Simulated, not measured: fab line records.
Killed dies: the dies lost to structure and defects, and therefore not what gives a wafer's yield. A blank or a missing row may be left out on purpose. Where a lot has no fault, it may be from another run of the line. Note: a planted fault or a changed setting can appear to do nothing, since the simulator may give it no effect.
fab line records	flow nand_harc
[record] lots = 12	wafers = 36	last_day = 33
route steps=1302 shown P_ZERO_WELL@31 P_STI@84 END@1302
lots that met no fault: from a run of the same line without faults
start_h: hours from the record's first day to the start of the lot's first wafer shown	wait_h: time in hours since the lot's previous step	" as in the row above	L1.1+2: one row covering several wafers at once	- no value, or no start was given	* or withheld: withheld	< > ~ a bound
route shown NAME@n: a module of which the file shows steps, and the number in the route of the first	usual: mean/standard deviation of fault-free wafers	same: alike in all rows	chamber/n: place in a boat	sites: each site's reading	_std_site: how widely they spread, as a standard deviation	_edge_site: mean of outer sites minus mean of inner sites	radius_mm: how far each site lies from the wafer's centre	mask NAME#n: copy n	behind: tool/chamber where the wafer was last shaped	hold: reason for holding the lot/hours on hold/outcome of the hold	device: names the non-switching transistor (n, p or np)	end of line: the tests these same wafers got at the end of their route	a step with no rows: only its recipe	killed: the dies lost at the first sort to structure and to defects; this is not the yield of the wafer	map: dies across one wafer; x = killed, . = not, _ = none there
set.NAME: the setting the step ran with; set.NAME@STEP: the setting that earlier step ran with	model.NAME: the simulator's own value behind a step, which no gauge read
steps of the route over a sample of lots; a table a step, a row a wafer
services: the hour from which a tool's chamber was out of use, counted from the record's first day as start_h (under 0 if before that day), plus the number of hours and why
[[steps]]
[step NHARC_P_ZERO_WELL_DESCUM_26]
[recipe] time_s = 3	o2_flow_sccm = 200	ar_flow_sccm = 0	bias_power_w = 0	chemistry = O2
[usual] drypump_motor_current_A = 6.0/0.47	oes_product_au = 1.000/0.0075	rf_vpp_V = 57.8/0.92	showerhead_plenum_p_Torr = 1.90/0.088	throttle_valve_pct = 11.311/0.0095
lot.wafer	tool	chamber	start_h	wait_h	drypump_motor_current_A	oes_product_au	rf_hours_counter_h	rf_vpp_V	showerhead_plenum_p_Torr	throttle_valve_pct
L949.2	rie_diel-03	0	22.77	-	6.1	0.996	32	56.8	1.79	11.307
L949.3	"	1	"	"	5.1	1.000	30	57.1	1.79	11.318
L949.1	"	2	"	"	6.8	0.997	31	57.2	2.00	11.316
L952.4	rie_diel-03	3	52.80	-	6.1	0.995	44	59.3	2.01	11.328
L952.3	"	1	"	"	5.2	1.001	40	56.6	1.78	11.308
L952.5	"	3	"	"	6.1	0.987	-	57.7	2.01	11.296
L954.1	rie_diel-03	2	72.72	-	6.9	0.998	47	59.2	1.99	11.306
L954.6	"	2	"	"	6.8	1.000	-	57.3	1.99	11.327
L954.5	"	3	"	"	6.0	0.992	-	58.3	2.01	11.310
L959.1	rie_diel-10	0	122.64	-	5.9	1.005	21	58.9	1.94	11.313
L959.2	"	1	"	"	5.8	1.004	20	57.6	2.07	11.314
L959.6	"	3	"	"	5.3	0.979	-	56.8	1.96	11.315
L962.2	rie_diel-04	1	152.80	-	6.4	0.994	41	57.8	1.93	11.307
L962.3	"	2	"	"	6.0	0.995	43	57.2	1.84	11.317
L962.1	"	3	"	"	5.7	0.995	44	56.8	1.82	11.318
L963.2	rie_diel-03	0	162.50	-	6.1	1.001	16	57.6	1.77	11.313
L963.3	"	2	"	"	6.8	1.003	13	58.5	1.98	11.301
L963.5	"	0	"	"	6.1	0.990	-	57.0	1.77	11.310
L964.3	rie_diel-10	0	172.74	-	5.9	0.999	37	58.0	1.94	11.306
L964.1	"	2	"	"	6.3	1.009	37	58.6	1.86	11.317
L964.5	"	1	"	"	5.8	1.013	-	58.8	2.06	11.307
L966.2	rie_diel-03	2	192.84	-	6.8	1.000	22	59.4	1.98	11.309
L966.1	"	1	"	"	5.2	1.003	21	58.3	1.77	11.307
L966.6	"	3	"	"	6.1	0.995	-	58.1	2.00	11.295
L967.2	rie_diel-10	3	202.80	-	5.3	0.994	35	59.6	1.95	11.329
L967.6	"	2	"	"	6.3	0.989	-	57.9	1.86	11.294
L967.5	"	3	"	"	5.4	0.986	-	59.1	1.95	11.319
L968.4	rie_diel-03	2	213.82	-	6.8	0.994	26	59.1	1.98	11.313
L968.1	"	3	"	"	6.1	1.010	28	58.0	2.00	11.301
L968.5	"	2	"	"	6.9	0.998	-	58.4	1.98	11.289
L970.3	rie_diel-04	3	232.64	-	5.7	0.988	14	57.4	1.82	11.285
L970.2	"	1	"	"	6.4	0.999	15	58.6	1.92	11.308
L970.6	"	2	"	"	6.0	0.998	-	57.1	1.83	11.317
L971.4	rie_diel-04	0	242.77	-	5.4	1.004	19	58.2	1.88	11.299
L971.5	"	2	"	"	6.0	1.004	-	57.8	1.83	11.300
L971.6	"	3	"	"	5.7	1.000	-	57.0	1.82	11.299
[step NHARC_P_ZERO_WELL_DESCUM_39]
[recipe] time_s = 3	o2_flow_sccm = 200	ar_flow_sccm = 0	bias_power_w = 0	chemistry = O2
[usual] drypump_motor_current_A = 5.9/0.46	oes_product_au = 1.000/0.0069	rf_vpp_V = 57.8/0.82	showerhead_plenum_p_Torr = 1.89/0.084	throttle_valve_pct = 11.312/0.0095
lot.wafer	tool	chamber	start_h	wait_h	drypump_motor_current_A	oes_product_au	rf_hours_counter_h	rf_vpp_V	showerhead_plenum_p_Torr	throttle_valve_pct
L949.2	rie_diel-04	2	24.27	-	6.0	1.002	4	58.0	1.85	11.321
L949.3	"	0	"	"	5.4	1.000	3	58.8	1.91	11.295
L949.1	"	1	"	"	6.4	0.993	3	57.8	1.94	11.303
L952.3	rie_diel-04	0	54.32	-	5.4	1.003	13	58.4	1.90	11.322
L952.4	"	2	"	"	6.0	0.995	11	58.2	1.85	11.306
L952.5	"	0	"	"	5.4	0.997	-	58.0	1.90	11.330
L954.1	rie_diel-04	1	74.23	-	6.3	0.994	15	58.4	1.94	11.315
L954.6	"	1	"	"	6.4	0.995	-	57.4	1.94	11.317
L954.5	"	2	"	"	6.0	0.995	-	58.3	1.85	11.324
L959.1	rie_diel-03	1	124.29	-	5.2	1.007	2	58.1	1.78	11.306
L959.2	"	2	"	"	6.9	1.007	2	57.6	1.99	11.327
L959.6	"	0	"	"	6.1	0.991	-	58.2	1.78	11.314
L962.3	rie_diel-03	2	154.44	-	6.9	0.990	11	58.3	1.98	11.301
L962.1	"	3	"	"	6.1	1.006	15	57.7	2.00	11.317
L962.2	"	1	"	"	5.2	0.999	11	57.5	1.78	11.321
L963.2	rie_diel-04	2	164.01	-	6.0	0.994	49	58.2	1.84	11.312
L963.3	"	1	"	"	6.4	0.997	45	59.2	1.93	11.330
L963.5	"	3	"	"	5.7	1.003	-	56.8	1.82	11.304
L964.3	rie_diel-03	0	174.40	-	6.1	0.994	18	57.4	1.77	11.318
L964.1	"	2	"	"	6.9	0.991	16	57.7	1.98	11.320
L964.5	"	1	"	"	5.2	1.002	-	58.9	1.77	11.309
L966.2	rie_diel-10	0	194.53	-	5.9	0.988	48	57.3	1.94	11.311
L966.1	"	1	"	"	5.8	0.999	49	58.4	2.06	11.316
L966.6	"	0	"	"	5.9	1.010	-	58.4	1.94	11.313
L967.2	rie_diel-03	0	204.48	-	6.1	0.998	26	57.8	1.77	11.315
L967.6	"	3	"	"	6.0	1.008	-	57.6	2.00	11.311
L967.5	"	0	"	"	6.1	1.000	-	57.5	1.77	11.318
L968.4	rie_diel-04	2	215.48	-	6.0	0.996	8	58.1	1.83	11.305
L968.1	"	3	"	"	5.7	0.988	9	56.8	1.82	11.327
L968.5	"	3	"	"	5.7	1.001	-	57.3	1.82	11.314
L970.3	rie_diel-04	2	234.42	-	6.0	1.000	13	58.1	1.83	11.310
L970.2	"	1	"	"	6.4	1.000	15	58.1	1.92	11.309
L970.6	"	2	"	"	6.0	1.007	-	57.3	1.83	11.295
L971.4	rie_diel-03	2	244.40	-	6.9	1.005	35	57.7	1.98	11.298
L971.6	"	1	"	"	5.2	1.017	-	56.8	1.77	11.325
L971.5	"	2	"	"	6.8	1.007	-	59.7	1.98	11.311
[step NHARC_P_ZERO_WELL_IMPLANT_61]
[recipe] energy_kev = 30	dose_cm2 = 5e+11	tilt_deg = 7
[usual] beam_energy_keV = 30.001/0.0089	beam_on_s = 9.99/0.2	implant_ion_amu = 11/0
lot.wafer	tool	chamber	start_h	wait_h	beam_energy_keV	beam_on_s	implant_ion_amu
L949.1	implanter-02	0	26.11	0.2	29.990	10.16	11
L949.2	"	0	"	"	30.003	10.07	11
L949.3	"	0	"	"	30.005	10.22	11
L952.3	implanter-01	0	56.34	0.2	30.007	9.82	11
L952.4	"	0	"	"	30.014	9.90	11
L952.5	"	0	"	"	30.006	9.99	11
L954.1	implanter-01	0	76.23	0.1	30.009	9.65	11
L954.5	"	0	"	"	29.999	10.01	11
L954.6	"	0	"	"	29.998	10.11	11
L959.1	implanter-02	0	126.12	0.1	30.009	10.12	11
L959.2	"	0	"	"	30.003	10.03	11
L959.6	"	0	"	"	30.001	10.27	11
L962.1	implanter-01	-	156.41	0.1	-	-	-
L962.2	"	-	"	"	-	-	-
L962.3	"	-	"	"	-	-	-
L963.2	implanter-01	-	165.87	0.1	-	-	-
L963.3	"	-	"	"	-	-	-
L963.5	"	-	"	"	-	-	-
L964.1	implanter-01	0	176.61	0.1	30.003	10.11	11
L964.3	"	0	"	"	30.005	9.86	11
L964.5	"	0	"	"	30.013	10.16	11
L966.1	implanter-01	0	196.50	0.2	29.992	9.91	11
L966.2	"	0	"	"	29.976	9.94	11
L966.6	"	0	"	"	29.992	10.05	11
L967.2	implanter-02	0	206.50	0.1	30.005	10.00	11
L967.5	"	0	"	"	29.994	9.99	11
L967.6	"	0	"	"	30.013	10.05	11
L968.1	implanter-01	0	217.33	0.1	30.002	10.21	11
L968.4	"	0	"	"	30.008	10.02	11
L968.5	"	0	"	"	29.984	10.03	11
L970.2	implanter-01	0	236.40	0.1	30.015	10.01	11
L970.3	"	0	"	"	29.995	10.05	11
L970.6	"	0	"	"	30.008	10.12	11
L971.4	implanter-01	0	246.72	0.2	30.009	9.98	11
L971.5	"	0	"	"	30.004	10.13	11
L971.6	"	0	"	"	30.004	9.98	11
[step NHARC_P_STI_OVL_MEAS_10]
[usual] overlay_x_nm = -1/5.2	overlay_y_nm = -1/6.2
lot.wafer	tool	chamber	start_h	wait_h	overlay_x_nm	overlay_y_nm
L949.1	overlay-01	-	45.14	-	3	-5
L949.2	"	-	"	"	3	-4
L949.3	"	-	"	"	3	-4
L952.3	overlay-01	-	77.15	-	-1	8
L952.4	"	-	"	"	0	8
L952.5	"	-	"	"	-1	8
L954.1	overlay-01	-	93.26	-	-11	7
L954.5	"	-	"	"	-11	6
L954.6	"	-	"	"	-11	7
L959.1	overlay-02	-	145.08	-	4	-2
L959.2	"	-	"	"	4	-2
L959.6	"	-	"	"	4	-2
L964.1	overlay-01	-	192.63	-	-5	8
L964.3	"	-	"	"	-5	8
L964.5	"	-	"	"	-5	8
L966.1	overlay-02	-	212.57	-	1	-6
L966.2	"	-	"	"	1	-6
L966.6	"	-	"	"	1	-6
L967.2	overlay-02	-	225.37	-	-1	5
L967.5	"	-	"	"	-1	4
L967.6	"	-	"	"	-1	4
L968.1	overlay-01	-	233.37	-	-2	-9
L968.4	"	-	"	"	-2	-9
L968.5	"	-	"	"	-2	-9
L970.2	overlay-01	-	253.46	-	-5	-11
L970.3	"	-	"	"	-5	-11
L970.6	"	-	"	"	-5	-11
L971.4	overlay-01	-	263.15	-	2	0
L971.5	"	-	"	"	2	0
L971.6	"	-	"	"	2	1
[step NHARC_END_SORT_01]
[recipe] temp_c = 25
[usual] killed_at_array = 63/18	killed_at_other = 1.1/1.3	killed_at_periphery = 4.3/2.8	killed_dies = 68/18	killed_open = 3.3/2	killed_short = 2.4/1.6
[same] gross_dies = 677
lot.wafer	tool	chamber	start_h	wait_h	killed_at_array	killed_at_other	killed_at_periphery	killed_dies	killed_open	killed_short
L949.1	prober-02	0	548.03	2.5	89	1	2	92	0	3
L949.2	prober-02	0	548.83	2.8	101	4	2	107	4	2
L949.3	prober-02	0	549.63	3.1	90	4	5	99	3	2
L952.3	prober-01	0	593.89	3.1	81	0	7	88	3	0
L952.4	prober-01	0	594.68	3.4	69	0	8	77	4	3
L952.5	prober-01	0	595.47	3.7	76	1	5	82	4	0
L954.1	prober-01	0	600.04	2.5	80	1	6	87	2	2
L954.5	prober-01	0	603.25	3.7	64	0	4	68	1	3
L954.6	prober-01	0	604.05	4.0	73	0	5	78	6	2
L959.1	prober-02	0	721.28	2.5	81	5	3	89	4	2
L959.2	prober-02	0	722.08	2.8	94	4	3	101	2	7
L959.6	prober-02	0	725.28	4.0	92	5	5	102	5	1
L962.1	prober-02	0	744.71	2.5	61	2	614	677	1	1
L962.2	prober-02	0	745.50	2.8	54	1	622	677	2	0
L962.3	prober-02	0	746.30	3.1	64	1	612	677	1	2
L966.1	prober-02	0	752.50	2.5	85	0	1	86	2	5
L966.2	prober-02	0	753.30	2.8	83	0	4	87	3	3
L966.6	prober-02	0	756.48	4.0	75	1	4	80	2	4
L963.2	prober-01	0	761.02	2.8	77	0	600	677	1	5
L963.3	prober-01	0	761.83	3.1	68	2	607	677	10	2
L963.5	prober-01	0	763.45	3.7	68	1	608	677	1	2
L964.1	prober-01	0	768.13	2.5	40	0	3	43	2	1
L964.3	prober-01	0	769.72	3.1	41	2	0	43	3	1
L964.5	prober-01	0	771.31	3.7	44	1	2	47	3	4
L967.2	prober-02	0	775.09	2.8	54	1	6	61	3	6
L967.5	prober-02	0	777.51	3.7	64	1	3	68	5	3
L967.6	prober-02	0	778.32	4.0	54	0	3	57	0	3
L968.1	prober-01	0	775.89	2.5	69	0	1	70	6	2
L968.4	prober-01	0	778.27	3.4	68	0	2	70	2	1
L968.5	prober-01	0	779.07	3.7	74	0	0	74	2	2
L970.2	prober-01	0	784.41	2.8	78	2	8	88	4	3
L970.3	prober-01	0	785.19	3.1	64	1	14	79	5	5
L970.6	prober-01	0	787.55	3.9	75	0	12	87	7	6
L971.4	prober-02	0	792.31	3.4	79	1	2	82	1	0
L971.5	prober-02	0	793.10	3.7	83	1	2	86	2	6
L971.6	prober-02	0	793.89	3.9	82	0	4	86	6	1
// killed by level:class
L949.1 A_CHANNEL_HOLE_D1:chamber_film_flake=32 A_CHANNEL_HOLE_D2:chamber_film_flake=31 A_SLIT:chamber_film_flake=16 A_STAIRCASE:chamber_film_flake=3 A_CONTACT:chamber_film_flake=2 A_ONON_D1:geometric_particle:short=1 A_CHANNEL_HOLE_D1:geometric_particle:short=1 A_ONON_D2:geometric_particle:short=1
L949.2 A_CHANNEL_HOLE_D2:chamber_film_flake=35 A_CHANNEL_HOLE_D1:chamber_film_flake=32 A_SLIT:chamber_film_flake=25 THIN_TSV:chamber_film_flake=3 A_BLC:chamber_film_flake=3 A_CONTACT:geometric_particle:open=2 P_GATE:geometric_particle:open=1 P_CONTACT:geometric_particle:short=1
L949.3 A_CHANNEL_HOLE_D1:chamber_film_flake=34 A_CHANNEL_HOLE_D2:chamber_film_flake=23 A_SLIT:chamber_film_flake=22 P_M2:chamber_film_flake=4 A_BLC:chamber_film_flake=4 THIN_TSV:chamber_film_flake=4 A_SGD_CUT:geometric_particle:short=2 A_ONON_D2:geometric_particle:open=1
L952.3 A_CHANNEL_HOLE_D1:chamber_film_flake=32 A_SLIT:chamber_film_flake=30 A_CHANNEL_HOLE_D2:chamber_film_flake=7 A_STAIRCASE:chamber_film_flake=6 P_GATE:chamber_film_flake=3 A_CONTACT:chamber_film_flake=3 P_ZERO_WELL:chamber_film_flake=2 P_GATE:geometric_particle:open=1
L952.4 A_CHANNEL_HOLE_D1:chamber_film_flake=35 A_SLIT:chamber_film_flake=12 A_STAIRCASE:chamber_film_flake=7 A_CHANNEL_HOLE_D2:chamber_film_flake=6 P_GATE:chamber_film_flake=3 A_DECK1_JOINT:geometric_particle:short=2 P_ZERO_WELL:chamber_film_flake=2 A_CHANNEL_FILL_D1:chamber_film_flake=2
L952.5 A_CHANNEL_HOLE_D1:chamber_film_flake=36 A_SLIT:chamber_film_flake=25 A_CHANNEL_HOLE_D2:chamber_film_flake=6 A_STAIRCASE:chamber_film_flake=3 A_CONTACT:chamber_film_flake=3 A_BLC:geometric_particle:open=2 P_GATE:chamber_film_flake=2 P_M0:geometric_particle:open=1
L954.1 A_CHANNEL_HOLE_D1:chamber_film_flake=38 A_CHANNEL_HOLE_D2:chamber_film_flake=31 A_STAIRCASE:chamber_film_flake=4 P_M2:chamber_film_flake=3 A_CONTACT:chamber_film_flake=2 A_CHANNEL_HOLE_D2:geometric_particle:open=1 A_CHANNEL_FILL_D2:geometric_particle:short=1 A_CHANNEL_FILL_D2:geometric_particle:open=1
L954.5 A_CHANNEL_HOLE_D1:chamber_film_flake=30 A_CHANNEL_HOLE_D2:chamber_film_flake=26 P_M2:chamber_film_flake=3 A_SLIT:chamber_film_flake=2 A_ONON_D1:geometric_particle:short=1 A_CHANNEL_HOLE_D1:geometric_particle:short=1 A_CHANNEL_FILL_D1:geometric_particle:open=1 A_WL_FILL:geometric_particle:short=1
L954.6 A_CHANNEL_HOLE_D2:chamber_film_flake=35 A_CHANNEL_HOLE_D1:chamber_film_flake=31 A_CHANNEL_FILL_D1:geometric_particle:short=2 A_CONTACT:geometric_particle:open=2 P_STI:geometric_particle:open=1 P_GATE:geometric_particle:open=1 P_M0:geometric_particle:open=1 A_BLC:geometric_particle:open=1
L959.1 A_CHANNEL_HOLE_D1:chamber_film_flake=37 A_SLIT:chamber_film_flake=23 A_CHANNEL_HOLE_D2:chamber_film_flake=7 THIN_TSV:chamber_film_flake=5 A_STAIRCASE:chamber_film_flake=3 P_ZERO_WELL:chamber_film_flake=2 A_WL_FILL:chamber_film_flake=2 A_ONON_D2:geometric_particle:short=1
L959.2 A_SLIT:chamber_film_flake=38 A_CHANNEL_HOLE_D1:chamber_film_flake=27 A_CHANNEL_HOLE_D2:chamber_film_flake=12 A_STAIRCASE:chamber_film_flake=3 THIN_TSV:chamber_film_flake=3 P_BONDPAD:chamber_film_flake=2 A_BONDPAD:chamber_film_flake=2 A_ONON_D1:geometric_particle:short=1
L959.6 A_CHANNEL_HOLE_D1:chamber_film_flake=43 A_SLIT:chamber_film_flake=31 A_CHANNEL_HOLE_D2:chamber_film_flake=5 THIN_TSV:chamber_film_flake=5 P_GATE:geometric_particle:open=2 A_WL_FILL:geometric_particle:open=2 P_M0:chamber_film_flake=2 A_STAIRCASE:chamber_film_flake=2
L962.1 P_ZERO_WELL:area_implant=613 A_CHANNEL_HOLE_D1:chamber_film_flake=31 A_CHANNEL_HOLE_D2:chamber_film_flake=16 A_SLIT:chamber_film_flake=4 A_CONTACT:chamber_film_flake=4 A_WL_FILL:geometric_particle:short=1 P_GATE:chamber_film_flake=1 STARTING-WAFER:geometric_particle:open=1
L962.2 P_ZERO_WELL:area_implant=620 A_CHANNEL_HOLE_D1:chamber_film_flake=30 A_CHANNEL_HOLE_D2:chamber_film_flake=10 A_CONTACT:chamber_film_flake=6 A_CHANNEL_FILL_D2:chamber_film_flake=3 A_ONON_D1:geometric_particle:open=1 A_WL_FILL:geometric_particle:open=1 P_ZERO_WELL:chamber_film_flake=1
L962.3 P_ZERO_WELL:area_implant=610 A_CHANNEL_HOLE_D1:chamber_film_flake=32 A_CHANNEL_HOLE_D2:chamber_film_flake=22 A_STAIRCASE:chamber_film_flake=3 A_CONTACT:chamber_film_flake=3 P_M0:geometric_particle:short=1 A_CHANNEL_HOLE_D2:geometric_particle:short=1 A_CHANNEL_FILL_D2:geometric_particle:open=1
L966.1 A_CHANNEL_HOLE_D1:chamber_film_flake=38 A_SLIT:chamber_film_flake=28 A_CONTACT:chamber_film_flake=5 A_SGD_CUT:geometric_particle:short=2 A_CHANNEL_FILL_D2:chamber_film_flake=2 A_STAIRCASE:chamber_film_flake=2 A_ONON_D1:geometric_particle:open=1 A_ONON_D1:geometric_particle:short=1
L966.2 A_SLIT:chamber_film_flake=36 A_CHANNEL_HOLE_D1:chamber_film_flake=34 A_CONTACT:chamber_film_flake=6 P_GATE:geometric_particle:open=1 P_M2:geometric_particle:open=1 A_DECK1_JOINT:geometric_particle:open=1 A_CHANNEL_FILL_D2:geometric_particle:short=1 A_WL_FILL:geometric_particle:short=1
L966.6 A_SLIT:chamber_film_flake=34 A_CHANNEL_HOLE_D1:chamber_film_flake=29 A_CONTACT:chamber_film_flake=4 A_CHANNEL_FILL_D2:geometric_particle:short=2 P_CONTACT:chamber_film_flake=2 P_CONTACT:geometric_particle:open=1 A_ONON_D1:geometric_particle:short=1 A_CHANNEL_FILL_D1:geometric_particle:open=1
L963.2 P_ZERO_WELL:area_implant=598 A_CHANNEL_HOLE_D1:chamber_film_flake=33 A_SLIT:chamber_film_flake=30 A_CONTACT:chamber_film_flake=5 A_WL_FILL:geometric_particle:short=4 A_STAIRCASE:chamber_film_flake=2 P_M2:geometric_particle:open=1 A_ONON_D1:geometric_particle:short=1
L963.3 P_ZERO_WELL:area_implant=601 A_CHANNEL_HOLE_D1:chamber_film_flake=31 A_SLIT:chamber_film_flake=20 A_STAIRCASE:chamber_film_flake=5 P_M0:geometric_particle:open=3 A_CONTACT:chamber_film_flake=3 A_WL_FILL:geometric_particle:open=2 A_BLC:geometric_particle:open=2
L963.5 P_ZERO_WELL:area_implant=608 A_CHANNEL_HOLE_D1:chamber_film_flake=33 A_SLIT:chamber_film_flake=26 A_ZERO_WELL:chamber_film_flake=2 A_WL_FILL:chamber_film_flake=2 A_ONON_D1:geometric_particle:short=1 A_CHANNEL_FILL_D1:geometric_particle:short=1 A_WL_FILL:geometric_particle:open=1
L964.1 A_CHANNEL_HOLE_D2:chamber_film_flake=22 A_CONTACT:chamber_film_flake=6 A_CHANNEL_HOLE_D1:chamber_film_flake=5 A_SLIT:chamber_film_flake=3 A_STAIRCASE:chamber_film_flake=2 P_M0:geometric_particle:short=1 A_CHANNEL_FILL_D2:geometric_particle:open=1 A_SGD_CUT:geometric_particle:open=1
L964.3 A_CHANNEL_HOLE_D2:chamber_film_flake=21 A_CHANNEL_HOLE_D1:chamber_film_flake=6 A_SLIT:chamber_film_flake=5 A_ZERO_WELL:chamber_film_flake=3 A_CHANNEL_FILL_D1:geometric_particle:open=1 A_CHANNEL_FILL_D1:geometric_particle:short=1 A_CHANNEL_FILL_D2:geometric_particle:open=1 STARTING-WAFER:geometric_particle:open=1
L964.5 A_CHANNEL_HOLE_D2:chamber_film_flake=16 A_CHANNEL_HOLE_D1:chamber_film_flake=11 A_SLIT:chamber_film_flake=4 A_WL_FILL:chamber_film_flake=4 A_CONTACT:chamber_film_flake=2 P_CONTACT:geometric_particle:short=1 P_CONTACT:geometric_particle:open=1 A_SOURCE_PLATE:geometric_particle:short=1
L967.2 A_CHANNEL_HOLE_D1:chamber_film_flake=32 A_STAIRCASE:chamber_film_flake=6 A_SLIT:chamber_film_flake=5 P_M0:geometric_particle:short=2 A_ONON_D1:geometric_particle:short=2 P_BONDPAD:chamber_film_flake=2 A_DECK1_JOINT:chamber_film_flake=2 A_WL_FILL:chamber_film_flake=2
L968.1 A_SLIT:chamber_film_flake=24 A_CHANNEL_HOLE_D2:chamber_film_flake=18 A_CHANNEL_HOLE_D1:chamber_film_flake=8 A_DECK1_JOINT:chamber_film_flake=4 A_WL_FILL:chamber_film_flake=3 A_ONON_D1:geometric_particle:open=1 A_ONON_D2:geometric_particle:open=1 A_CHANNEL_HOLE_D2:geometric_particle:open=1
L967.5 A_CHANNEL_HOLE_D1:chamber_film_flake=36 A_CHANNEL_HOLE_D2:chamber_film_flake=8 A_SLIT:chamber_film_flake=5 A_STAIRCASE:chamber_film_flake=3 A_ONON_D1:geometric_particle:open=2 A_ONON_D1:geometric_particle:short=2 P_BONDPAD:chamber_film_flake=2 A_DECK1_JOINT:chamber_film_flake=2
L968.4 A_CHANNEL_HOLE_D2:chamber_film_flake=28 A_SLIT:chamber_film_flake=22 A_CHANNEL_HOLE_D1:chamber_film_flake=9 A_WL_FILL:chamber_film_flake=3 P_BONDPAD:chamber_film_flake=2 A_STAIRCASE:chamber_film_flake=2 A_CHANNEL_FILL_D1:geometric_particle:open=1 A_ONON_D2:geometric_particle:open=1
L967.6 A_CHANNEL_HOLE_D1:chamber_film_flake=31 A_STAIRCASE:chamber_film_flake=6 A_SLIT:chamber_film_flake=6 A_CHANNEL_HOLE_D2:chamber_film_flake=3 A_WL_FILL:chamber_film_flake=3 P_BONDPAD:chamber_film_flake=2 A_CHANNEL_FILL_D1:geometric_particle:short=1 A_DECK1_JOINT:geometric_particle:short=1
L968.5 A_SLIT:chamber_film_flake=34 A_CHANNEL_HOLE_D2:chamber_film_flake=21 A_CHANNEL_HOLE_D1:chamber_film_flake=8 A_CHANNEL_FILL_D1:chamber_film_flake=2 A_DECK1_JOINT:chamber_film_flake=2 A_WL_FILL:chamber_film_flake=2 A_CHANNEL_HOLE_D1:geometric_particle:open=1 A_ONON_D2:geometric_particle:short=1
L970.2 A_SLIT:chamber_film_flake=40 A_CHANNEL_HOLE_D1:chamber_film_flake=14 A_CONTACT:chamber_film_flake=13 P_CONTACT:chamber_film_flake=3 P_M1:chamber_film_flake=3 A_DECK1_JOINT:chamber_film_flake=3 A_M0:geometric_particle:open=2 HYBRID_BOND:chamber_film_flake=2
L970.3 A_SLIT:chamber_film_flake=33 A_CONTACT:chamber_film_flake=9 A_CHANNEL_HOLE_D1:chamber_film_flake=8 P_CONTACT:chamber_film_flake=5 P_M1:chamber_film_flake=4 A_WL_FILL:geometric_particle:short=2 P_GATE:chamber_film_flake=2 A_DECK1_JOINT:chamber_film_flake=2
L970.6 A_SLIT:chamber_film_flake=41 A_CHANNEL_HOLE_D1:chamber_film_flake=13 P_CONTACT:chamber_film_flake=4 P_M1:chamber_film_flake=4 A_CHANNEL_HOLE_D2:chamber_film_flake=4 A_CONTACT:chamber_film_flake=4 A_WL_FILL:geometric_particle:short=2 A_M0:geometric_particle:open=2
L971.4 A_SLIT:chamber_film_flake=34 A_CHANNEL_HOLE_D2:chamber_film_flake=20 A_STAIRCASE:chamber_film_flake=10 A_CHANNEL_HOLE_D1:chamber_film_flake=8 A_CONTACT:chamber_film_flake=3 A_SGD_CUT:geometric_particle:open=1 P_STI:chamber_film_flake=1 P_GATE:chamber_film_flake=1
L971.5 A_CHANNEL_HOLE_D2:chamber_film_flake=30 A_SLIT:chamber_film_flake=23 A_CHANNEL_HOLE_D1:chamber_film_flake=10 A_STAIRCASE:chamber_film_flake=7 A_CONTACT:chamber_film_flake=2 A_BLC:chamber_film_flake=2 P_GATE:geometric_particle:open=1 A_ONON_D1:geometric_particle:short=1
L971.6 A_SLIT:chamber_film_flake=30 A_CHANNEL_HOLE_D2:chamber_film_flake=24 A_CHANNEL_HOLE_D1:chamber_film_flake=12 A_STAIRCASE:chamber_film_flake=8 P_STI:chamber_film_flake=2 A_CONTACT:chamber_film_flake=2 P_GATE:geometric_particle:open=1 P_CONTACT:geometric_particle:open=1
[[services]]
tool	chamber	start_h	hours	kind
rie_diel-10	0	-0.28	23.4	repair
rie_diel-04	-	1.03	9.0	pm
implanter-01	-	4.59	1.1	repair
rie_diel-03	0	12.04	-	clean
rie_diel-03	1	12.04	-	clean
rie_diel-03	2	12.04	-	clean
rie_diel-03	0	13.22	2.9	repair
rie_diel-03	1	15.43	1.8	repair
rie_diel-10	-	28.83	1.0	repair
implanter-02	-	34.35	10.9	repair
rie_diel-03	-	45.44	0.2	repair
rie_diel-03	-	55.62	0.6	repair
rie_diel-10	3	59.14	19.2	repair
rie_diel-10	-	65.50	9.0	pm
rie_diel-10	3	86.91	19.8	repair
rie_diel-03	0	93.59	3.4	repair
rie_diel-03	-	106.33	9.0	pm
implanter-01	-	124.63	3.8	repair
rie_diel-03	0	143.23	1.2	repair
implanter-02	-	146.34	13.0	pm
rie_diel-10	-	148.78	1.0	repair
rie_diel-04	-	178.03	9.0	pm
rie_diel-10	0	223.34	2.7	repair
rie_diel-10	-	242.52	9.0	pm
[[key]]
[first_sign] step = NHARC_P_ZERO_WELL_IMPLANT_61	reading = tool_record	direction = missing
[effect] step = NHARC_END_SORT_01	reading = killed_at_periphery	direction = up	sigmas = 99+	usual = 4.3	struck = 610.5
[more_kills_born_at] NHARC_P_ZERO_WELL_IMPLANT_61@implanter-01 = 3650
met_at NHARC_P_ZERO_WELL_IMPLANT_61
struck_lots L962,L963
later_rows_left_out L962.1,L962.2,L962.3,L963.2,L963.3,L963.5
tester_left_out L962,L963
not_acting_at NHARC_P_ZERO_WELL_DESCUM_26,NHARC_P_ZERO_WELL_DESCUM_39,NHARC_P_STI_OVL_MEAS_10
onset_between 76.23 156.41
[fault] kind = skipped_step_whole	tool = implanter-01	chamber = -	onset_h = 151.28	steps = NHARC_P_ZERO_WELL_IMPLANT_61	scope = struck_lots_only
// tester_left_out: of these lots the tester's yield and bins aren't shown, on N5 and GAA mostly nor the transistor test; their killed dies are dies lost to structure and defects alone, not to doping, threshold or leakage, so they don't give the yield
// later_rows_left_out: the simulator's readings of these wafers behind a module that went badly wrong aren't trusted and aren't shown, but for the sort
